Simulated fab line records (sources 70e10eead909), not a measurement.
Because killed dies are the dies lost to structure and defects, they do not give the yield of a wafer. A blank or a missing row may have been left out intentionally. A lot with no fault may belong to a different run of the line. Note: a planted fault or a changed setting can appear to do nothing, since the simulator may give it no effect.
Chamber matching :: flow nand_harc :: NHARC_A_BLC_ALD_23 on ald_metal-02 has 4 sister chambers
The step deposits TiN, target thk 3 nm, pulse time 1 s, ald cycles 150. 8 wafers are shown with their chamber, then 11 later ones without.

## WAFERS, EACH WITH ITS CHAMBER
wafer: L075.1
chamber: 3
heater_power_w (W): 969
precursor_pulse_height_rel: 0.965

wafer: L076.2
chamber: 3
heater_power_w (W): 972
precursor_pulse_height_rel: 1.039

wafer: L081.2
chamber: 0
heater_power_w (W): 1115
precursor_pulse_height_rel: 0.986

wafer: L081.6
chamber: 0
heater_power_w (W): 1119
precursor_pulse_height_rel: 0.999

wafer: L082.2
chamber: 1
heater_power_w (W): 1182
precursor_pulse_height_rel: 0.990

wafer: L088.3
chamber: 1
heater_power_w (W): 1174
precursor_pulse_height_rel: 0.976

wafer: L088.5
chamber: 2
heater_power_w (W): 999
precursor_pulse_height_rel: 1.047

wafer: L089.2
chamber: 2
heater_power_w (W): 1039
precursor_pulse_height_rel: 0.978

## WAFERS MISSING THEIR CHAMBER
wafer: L089.4
heater_power_w (W): 982
precursor_pulse_height_rel: 1.011

wafer: L089.6
heater_power_w (W): 1016
precursor_pulse_height_rel: 0.996

wafer: L091.1
heater_power_w (W): 1124
precursor_pulse_height_rel: 0.981

wafer: L091.2
heater_power_w (W): 1004
precursor_pulse_height_rel: 0.989

wafer: L091.5
heater_power_w (W): 1047
precursor_pulse_height_rel: 0.994

wafer: L093.1
heater_power_w (W): 1001
precursor_pulse_height_rel: 1.001

wafer: L093.3
heater_power_w (W): 1142
precursor_pulse_height_rel: 1.022

wafer: L093.6
heater_power_w (W): 1005
precursor_pulse_height_rel: 1.024

wafer: L095.1
heater_power_w (W): 1139
precursor_pulse_height_rel: 1.009

wafer: L095.3
heater_power_w (W): 991
precursor_pulse_height_rel: 0.985

wafer: L095.6
heater_power_w (W): 994
precursor_pulse_height_rel: 0.999

## WHICH CHAMBER EACH WENT THROUGH
wafer: L089.4
from the rows above: can't be placed: 3 or 2
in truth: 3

wafer: L089.6
from the rows above: 2
in truth: 2

wafer: L091.1
from the rows above: 0
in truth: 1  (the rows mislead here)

wafer: L091.2
from the rows above: can't be placed: 2 or 3
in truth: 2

wafer: L091.5
from the rows above: 2
in truth: 2

wafer: L093.1
from the rows above: can't be placed: 2 or 3
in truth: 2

wafer: L093.3
from the rows above: can't be placed: 0 or 1
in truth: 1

wafer: L093.6
from the rows above: can't be placed: 2 or 3
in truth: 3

wafer: L095.1
from the rows above: can't be placed: 0 or 1
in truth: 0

wafer: L095.3
from the rows above: can't be placed: 3 or 2
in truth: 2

wafer: L095.6
from the rows above: can't be placed: 3 or 2
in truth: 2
Correctly placed: 2 of 11. Cannot be placed on the basis of these rows: 8; the candidates contain the true chamber in 8. Number placed wrongly: 1.
How it was worked out, from the rows above alone: a wafer's distance from a chamber is the root of the sum, over the readings, of the square of ((its reading less the chamber's mean) divided by the reading's scatter). If the next closest chamber is less than 2 further off than the closest, the wafer can't be placed; otherwise it belongs to the closest. For every chamber, the mean is computed from those of its wafers that are shown. The scatter: the root of (the sum of the squares of (reading less its chamber's mean) over the shown wafers, divided by (wafers less chambers)).
